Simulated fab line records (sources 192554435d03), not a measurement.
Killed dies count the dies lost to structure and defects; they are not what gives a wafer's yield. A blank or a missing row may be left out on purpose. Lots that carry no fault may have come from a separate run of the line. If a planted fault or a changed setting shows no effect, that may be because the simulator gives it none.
Which tool did it? | flow n5 finfet | Sampling: 13 lots, 39 wafers, 4 of 1938 route steps

## WHAT THE GAUGES SHOWED, per wafer
The record lacks any reading of a measuring or inspecting step that a usual standard deviation could be used to judge.

## TOOL THAT RAN EACH LOT (tool first, then ch and the chambers of the sampled wafers, then the start)
lot  | N5_GATE_CUT_ETCHBACK_30           | N5_BEOL_M15_DEP_53              | N5_MIM_TOP_ALD_00                | N5_PASSIVATION_PROBE_49
L377 | rie metal-03 ch 0,1, day 4 16:58  | pecvd-04 ch 0,1, day 11 22:54   | ald hk-01 ch 2,3, day 12 01:43   | -
L378 | rie metal-02 ch 1, day 5 05:40    | pecvd-01 ch 0,1, day 12 09:01   | ald hk-01 ch 1,2, day 12 10:20   | -
L379 | rie metal-02 ch 0,1, day 5 15:11  | pecvd-01 ch 0,1, day 13 19:25   | ald hk-03 ch 1,2,3, day 13 21:33 | -
L381 | rie metal-02 ch 0,1, day 5 17:52  | pecvd-04 ch 0,2, day 13 12:07   | ald hk-01 ch 1,2,3, day 13 13:41 | prober-01, day 14 01:27
L383 | rie metal-02 ch 0,1, day 6 05:23  | pecvd-02 ch 0,1, day 13 21:08   | ald hk-02 ch 0,1, day 13 22:44   | -
L384 | rie metal-02 ch 1, day 6 10:56    | pecvd-02 ch 0,2, day 13 20:41   | ald hk-01 ch 0,3, day 13 22:25   | prober-02, day 14 13:08
L386 | rie metal-01 ch 0,1, day 6 23:38  | pecvd-04 ch 0,2, day 14 14:09   | ald hk-03 ch 0,1,3, day 14 15:37 | -
L394 | rie metal-02 ch 0,1, day 8 22:41  | pecvd-04 ch 0,1,2, day 16 13:11 | ald hk-02 ch 0,1,3, day 16 14:58 | prober-01, day 17 05:26
L395 | rie metal-02 ch 0,1, day 9 07:18  | pecvd-04 ch 0,1, day 16 20:23   | ald hk-03 ch 0,1,3, day 16 22:18 | prober-02, day 17 11:13
L396 | rie metal-02 ch 1, day 9 07:34    | pecvd-01 ch 0,2, day 17 09:39   | ald hk-03 ch 0,2,3, day 17 11:20 | prober-02, day 18 01:34
L397 | rie metal-03 ch 0,1, day 9 15:17  | pecvd-01 ch 0,1,2, day 17 06:17 | ald hk-02 ch 0,2,3, day 17 08:05 | -
L399 | rie metal-01 ch 0,1, day 10 00:10 | pecvd-04 ch 1,2, day 18 01:04   | ald hk-03 ch 0,1,3, day 18 04:30 | -
L398 | rie metal-03 ch 0,1, day 10 02:23 | pecvd-04 ch 1,2, day 17 22:25   | ald hk-01 ch 2,3, day 18 00:47   | -
- N5_GATE_CUT_ETCHBACK_30: etches TiN in Cl2/Ar, target depth 3 nm.
- N5_BEOL_M15_DEP_53: deposits SiCN from 3MS/NH3, target thk 50 nm, time 17.8 s.
- N5_MIM_TOP_ALD_00: deposits Al2O3, purge time 3 s, co reactant pulse time 3 s.
- N5_PASSIVATION_PROBE_49

## WHAT THE TOOLS THEMSELVES READ (means of the sampled wafers that have a number; where no wafer has one, the mark that the record gives instead)
N5_GATE_CUT_ETCHBACK_30. Usual: drypump motor current A 5.9 A, standard deviation 0.43; oes product au 0.74 a.u., standard deviation 0.11; throttle valve pct 20.89 %, standard deviation 0.19.
lot  | tool         | drypump motor current A (A) | oes product au (a.u.) | throttle valve pct (%) | flag
L377 | rie metal-03 | 5.6                         | 0.73                  | 21.01                  |
L378 | rie metal-02 | 6.4                         | 0.64                  | 20.68                  |
L379 | rie metal-02 | 6.4                         | 0.75                  | 20.73                  |
L381 | rie metal-02 | 6.4                         | 0.75                  | 20.73                  |
L383 | rie metal-02 | 6.4                         | 0.84                  | 20.79                  |
L384 | rie metal-02 | 6.4                         | 0.63                  | 20.68                  |
L386 | rie metal-01 | 5.4                         | 0.68                  | 20.81                  |
L394 | rie metal-02 | 6.4                         | 0.71                  | 20.75                  |
L395 | rie metal-02 | 6.4                         | 0.70                  | 20.77                  |
L396 | rie metal-02 | 6.4                         | 0.62                  | 20.71                  |
L397 | rie metal-03 | 5.5                         | 0.73                  | 21.14                  |
L399 | rie metal-01 | 5.5                         | 0.66                  | 20.83                  |
L398 | rie metal-03 | 5.5                         | 0.73                  | 21.14                  |

N5_BEOL_M15_DEP_53. Usual: showerhead plenum p Torr 4.167 Torr, standard deviation 0.019; throttle valve pct 17.3 %, standard deviation 0.56.
lot  | tool     | showerhead plenum p Torr (Torr) | throttle valve pct (%) | flag
L377 | pecvd-04 | 4.157                           | 17.3                   |
L378 | pecvd-01 | 4.176                           | 17.9                   |
L379 | pecvd-01 | 4.185                           | 17.8                   |
L381 | pecvd-04 | 4.153                           | 16.8                   |
L383 | pecvd-02 | 4.167                           | 17.3                   |
L384 | pecvd-02 | 4.162                           | 17.7                   |
L386 | pecvd-04 | 4.151                           | 16.7                   |
L394 | pecvd-04 | 4.150                           | 17.3                   |
L395 | pecvd-04 | 4.146                           | 17.4                   |
L396 | pecvd-01 | 4.200                           | 17.3                   |
L397 | pecvd-01 | 4.188                           | 17.4                   |
L399 | pecvd-04 | 4.156                           | 17.3                   |
L398 | pecvd-04 | 4.156                           | 17.5                   |

N5_MIM_TOP_ALD_00. Usual: precursor pulse height rel at 1.001, with a standard deviation of 0.021.
lot  | tool      | precursor pulse height rel | flag
L377 | ald hk-01 | 1.014                      |
L378 | ald hk-01 | 1.009                      |
L379 | ald hk-03 | 1.017                      |
L381 | ald hk-01 | 0.995                      |
L383 | ald hk-02 | 0.993                      |
L384 | ald hk-01 | 1.015                      |
L386 | ald hk-03 | 0.999                      |
L394 | ald hk-02 | 0.984                      |
L395 | ald hk-03 | 0.976                      |
L396 | ald hk-03 | 0.995                      |
L397 | ald hk-02 | 1.002                      |
L399 | ald hk-03 | 1.003                      |
L398 | ald hk-01 | 1.006                      |

N5_PASSIVATION_PROBE_49. Usual: killed_at_M0_to_M3 37, standard deviation 12; killed_at_M4_up 14, standard deviation 5.3; killed at contacts 12, standard deviation 6.2; killed at front end 41, standard deviation 11; killed at other 3.7, standard deviation 2.9; killed dies 107, standard deviation 17; killed on rim 14, standard deviation 4.4; killed open 71, standard deviation 12; killed short 34, standard deviation 7.9.
lot  | tool      | killed_at_M0_to_M3 | killed_at_M4_up | killed at contacts | killed at front end | killed at other | killed dies | killed on rim | killed open | killed short | flag
L381 | prober-01 | 29                 | 6               | 16                 | 38                  | 1.0             | 90          | 13            | 55          | 33           |
L384 | prober-02 | 30                 | 16              | 14                 | 48                  | 2.5             | 111         | 16            | 69          | 38           |
L394 | prober-01 | 33                 | 9               | 19                 | 123                 | 6.0             | 190         | 13            | 71          | 30           | OFF
L395 | prober-02 | 38                 | 17              | 20                 | 133                 | 2.3             | 211         | 19            | 84          | 35           | OFF
L396 | prober-02 | 24                 | 13              | 6                  | 172                 | 7.3             | 222         | 12            | 61          | 29           | OFF

## THE ANSWER, worked out from the rows above alone
Rule: a lot is off if the mean of its wafers that have a number lies more than 3 standard deviations from the usual mean. Also off: a lot with no number at a reading for which 4 or more lots have one. All remaining lots with rows at the step are treated as sound. The gauges are gone through in route order, then the tools' own readings, and for those a lot's mean is taken as printed above. At the first step where some lot is off, the reading lying furthest off is the one used; lots without a number count as furthest.
Off, at N5_PASSIVATION_PROBE_49 on killed at front end: L394, L395, L396. Neither off nor sound, because the step has no rows for them: L377, L378, L379, L383, L386, L397, L399, L398.
A tool fits if, at that step or a process step before it, it ran every lot that is off, and no sound lot after the first of them. One candidate fits, namely rie metal-02 at N5_GATE_CUT_ETCHBACK_30. A fault onset in the window from L384 (day 6 10:56, its last sound lot) to L394 (day 8 22:41, its first lot off) fits.

## WHAT THE SIMULATOR HAD PUT IN
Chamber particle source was rie metal-02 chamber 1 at N5_GATE_CUT_ETCHBACK_30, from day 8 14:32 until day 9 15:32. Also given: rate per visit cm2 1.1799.
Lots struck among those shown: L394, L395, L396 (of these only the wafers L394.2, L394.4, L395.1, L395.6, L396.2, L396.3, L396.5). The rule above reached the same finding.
